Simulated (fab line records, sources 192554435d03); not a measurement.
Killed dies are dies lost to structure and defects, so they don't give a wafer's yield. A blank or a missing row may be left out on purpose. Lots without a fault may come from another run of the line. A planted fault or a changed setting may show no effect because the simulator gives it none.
Which tool did it? | flow n5_finfet | 11 lots, 33 wafers sampled, at 5 steps of a route of 1938

WHAT THE GAUGES READ, wafer by wafer
The record holds no reading of a measuring or inspecting step that can be judged against a usual standard deviation.

WHICH TOOL RAN EACH LOT (tool, then ch and the chambers of the sampled wafers, then the start)
lot  | N5_MIM_TOP_ALD_02                           | N5_MIM_TOP_SPUTTER_03        | N5_MIM_TOP_ETCH_STRIP_01           | N5_MIM_BOT_ETCH_ETCH_03           | N5_PASSIVATION_PROBE_49
L114 | ald_hk-02 ch 1,2, day 11 12:17 or earlier   | pvd_sputter-01, day 11 12:17 | rie_diel-03 ch 0,1, day 11 13:16   | rie_metal-01 ch 0,1, day 11 13:57 | -
L115 | ald_hk-02 ch 2,3, day 11 17:10 or earlier   | pvd_sputter-01, day 11 17:10 | rie_diel-02 ch 1,2,3, day 11 18:10 | rie_metal-02 ch 0,1, day 11 18:57 | -
L119 | ald_hk-03 ch 1,2,3, day 12 16:54 or earlier | pvd_sputter-01, day 12 16:54 | rie_diel-03 ch 1,2,3, day 12 17:48 | rie_metal-02 ch 0,1, day 12 18:28 | -
L117 | ald_hk-02 ch 0,2,3, day 12 19:46 or earlier | pvd_sputter-03, day 12 19:46 | rie_diel-02 ch 0,1,2, day 12 20:39 | rie_metal-03 ch 1, day 12 21:19   | -
L120 | ald_hk-01 ch 0,1, day 13 02:17 or earlier   | pvd_sputter-03, day 13 02:17 | rie_diel-03 ch 0,3, day 13 03:28   | rie_metal-03 ch 1, day 13 04:25   | -
L121 | ald_hk-03 ch 0,1,2, day 13 11:21 or earlier | pvd_sputter-01, day 13 11:21 | rie_diel-03 ch 0,1, day 13 12:11   | rie_metal-02 ch 0,1, day 13 12:50 | -
L123 | ald_hk-01 ch 0,2, day 13 17:35 or earlier   | pvd_sputter-03, day 13 17:35 | rie_diel-01 ch 0,1,2, day 13 18:19 | rie_metal-02 ch 0,1, day 13 18:59 | -
L122 | ald_hk-03 ch 2,3, day 14 01:25 or earlier   | pvd_sputter-03, day 14 01:25 | rie_diel-03 ch 0,2, day 14 02:16   | rie_metal-03 ch 0,1, day 14 03:11 | -
L130 | ald_hk-03 ch 0,2, day 16 20:23 or earlier   | pvd_sputter-03, day 16 20:23 | rie_diel-02 ch 1,2, day 16 21:17   | rie_metal-02 ch 0,1, day 16 22:14 | -
L133 | ald_hk-03 ch 2,3, day 16 21:26 or earlier   | pvd_sputter-03, day 16 21:26 | rie_diel-03 ch 0,2, day 16 22:17   | rie_metal-02 ch 0,1, day 16 22:56 | prober-02, day 17 07:49
L137 | ald_hk-02 ch 2,3, day 18 15:16 or earlier   | pvd_sputter-02, day 18 15:16 | rie_diel-02 ch 0,1,2, day 18 15:58 | rie_metal-01 ch 0,1, day 18 16:47 | -
- N5_MIM_TOP_ALD_02: deposits Al2O3, purge time 3 s, co reactant pulse time 3 s.
- N5_MIM_TOP_SPUTTER_03: material TiN, target thk 35 nm, time 89.7 s.
- N5_MIM_TOP_ETCH_STRIP_01: strips in O2.
- N5_MIM_BOT_ETCH_ETCH_03: etches the open film in Cl2/BCl3, target depth 12 nm.
- N5_PASSIVATION_PROBE_49

WHAT THE TOOLS THEMSELVES READ (means of the sampled wafers that have a number; where no wafer has one, the mark that the record gives instead)
N5_MIM_TOP_ALD_02.
lot  | tool      | precursor_pulse_height_rel
L114 | ald_hk-02 | 1.017
L115 | ald_hk-02 | 0.975
L119 | ald_hk-03 | 0.997
L117 | ald_hk-02 | 0.987
L120 | ald_hk-01 | 0.997
L121 | ald_hk-03 | 0.990
L123 | ald_hk-01 | 0.995
L122 | ald_hk-03 | 1.004
L130 | ald_hk-03 | 0.998
L133 | ald_hk-03 | 1.006
L137 | ald_hk-02 | 0.992

N5_MIM_TOP_SPUTTER_03.
lot  | tool           | throttle_valve_pct (%)
L114 | pvd_sputter-01 | 30.3
L115 | pvd_sputter-01 | 30.4
L119 | pvd_sputter-01 | 29.6
L117 | pvd_sputter-03 | 30.9
L120 | pvd_sputter-03 | 29.8
L121 | pvd_sputter-01 | 29.9
L123 | pvd_sputter-03 | 30.1
L122 | pvd_sputter-03 | 29.9
L130 | pvd_sputter-03 | 30.6
L133 | pvd_sputter-03 | 30.2
L137 | pvd_sputter-02 | 29.2

N5_MIM_TOP_ETCH_STRIP_01.
lot  | tool        | drypump_motor_current_A (A) | oes_product_au (a.u.) | rf_vpp_V (V) | showerhead_plenum_p_Torr (Torr) | throttle_valve_pct (%)
L114 | rie_diel-03 | 5.7                         | 0.71                  | 4.7          | 2.10                            | 17.09
L115 | rie_diel-02 | 5.8                         | 0.77                  | 4.2          | 2.10                            | 16.66
L119 | rie_diel-03 | 5.3                         | 0.81                  | 4.4          | 2.07                            | 16.84
L117 | rie_diel-02 | 5.6                         | 0.74                  | 3.8          | 2.04                            | 16.73
L120 | rie_diel-03 | 5.3                         | 0.82                  | 3.6          | 2.09                            | 16.83
L121 | rie_diel-03 | 5.6                         | 0.91                  | 4.6          | 2.10                            | 16.79
L123 | rie_diel-01 | 6.0                         | 0.90                  | 3.6          | 2.14                            | 16.40
L122 | rie_diel-03 | 5.4                         | 0.97                  | 3.5          | 2.14                            | 16.54
L130 | rie_diel-02 | 5.8                         | 0.84                  | 3.0          | 2.18                            | 16.43
L133 | rie_diel-03 | 5.4                         | 0.93                  | 4.2          | 2.13                            | 16.54
L137 | rie_diel-02 | 5.7                         | 0.87                  | 2.9          | 2.11                            | 16.48

N5_MIM_BOT_ETCH_ETCH_03.
lot  | tool         | bias_w (W) | drypump_motor_current_A (A) | oes_product_au (a.u.) | throttle_valve_pct (%)
L114 | rie_metal-01 | 100.05     | 5.68                        | 0.81                  | 27.48
L115 | rie_metal-02 | 100.21     | 5.45                        | 0.88                  | 27.69
L119 | rie_metal-02 | 100.09     | 5.37                        | 0.86                  | 27.83
L117 | rie_metal-03 | 99.98      | 5.50                        | 0.65                  | 28.10
L120 | rie_metal-03 | 99.98      | 5.48                        | 0.65                  | 28.11
L121 | rie_metal-02 | 99.95      | 5.38                        | 0.86                  | 27.83
L123 | rie_metal-02 | 99.85      | 5.39                        | 0.85                  | 27.83
L122 | rie_metal-03 | 99.74      | 5.40                        | 0.68                  | 27.91
L130 | rie_metal-02 | 93.71      | 5.44                        | 0.82                  | 27.70
L133 | rie_metal-02 | 93.63      | 5.43                        | 0.82                  | 27.70
L137 | rie_metal-01 | 100.21     | 5.82                        | 0.75                  | 27.51

N5_PASSIVATION_PROBE_49.
lot  | tool      | defect_limited_yield (%) | killed_at_M0_to_M3 | killed_at_M4_up | killed_at_contacts | killed_at_front_end | killed_at_other | killed_dies | killed_open | killed_short | sort_bin_4_leakage (%) | sort_bin_5_function (%) | sort_bin_6_memory (%) | sort_bin_8_speed (%) | sort_n_pass | sort_yield_pct (%)
L133 | prober-02 | 88.9                     | 53                 | 17              | 11                 | 47                  | 4               | 131         | 90          | 40           | 0.00                   | 6.9                     | 3.5                   | 0.00                 | 1049        | 88.9

THE ANSWER, worked out from the rows above alone
Rule: what is usual is taken from the lots themselves. Put in order of their means at a reading, lots are off if they are a third of the lots or fewer, leave a main group of 4 or more, and stand apart from it by a gap of 3 or more times the standard deviation of the main group's means; of several such gaps the widest counts. A main group whose means are all the same, to the digits that the tables above print for the reading, isn't used. A lot without any number at a reading at which 4 lots or more have one is off too. The other lots that the step has rows for count as sound. The gauges are gone through in route order, then the tools' own readings, and for those a lot's mean is taken as printed above. The first step at which some lot is off is used, and at that step the reading that is off furthest; a lot without a number counts as furthest.
Off: L130, L133, at N5_MIM_BOT_ETCH_ETCH_03 (bias_w). The main group: mean 100.01 W, standard deviation 0.15.
A tool fits if, at that step or a process step before it, it ran every lot that is off, and no sound lot after the first of them. N5_MIM_TOP_ALD_02 gives no start for some lots, so the hours and the order of its lots are those of N5_MIM_TOP_SPUTTER_03. Can't be told from this: 3 tools fit, ald_hk-03 at N5_MIM_TOP_ALD_02, pvd_sputter-03 at N5_MIM_TOP_SPUTTER_03, rie_metal-02 at N5_MIM_BOT_ETCH_ETCH_03.

WHAT THE SIMULATOR HAD PUT IN
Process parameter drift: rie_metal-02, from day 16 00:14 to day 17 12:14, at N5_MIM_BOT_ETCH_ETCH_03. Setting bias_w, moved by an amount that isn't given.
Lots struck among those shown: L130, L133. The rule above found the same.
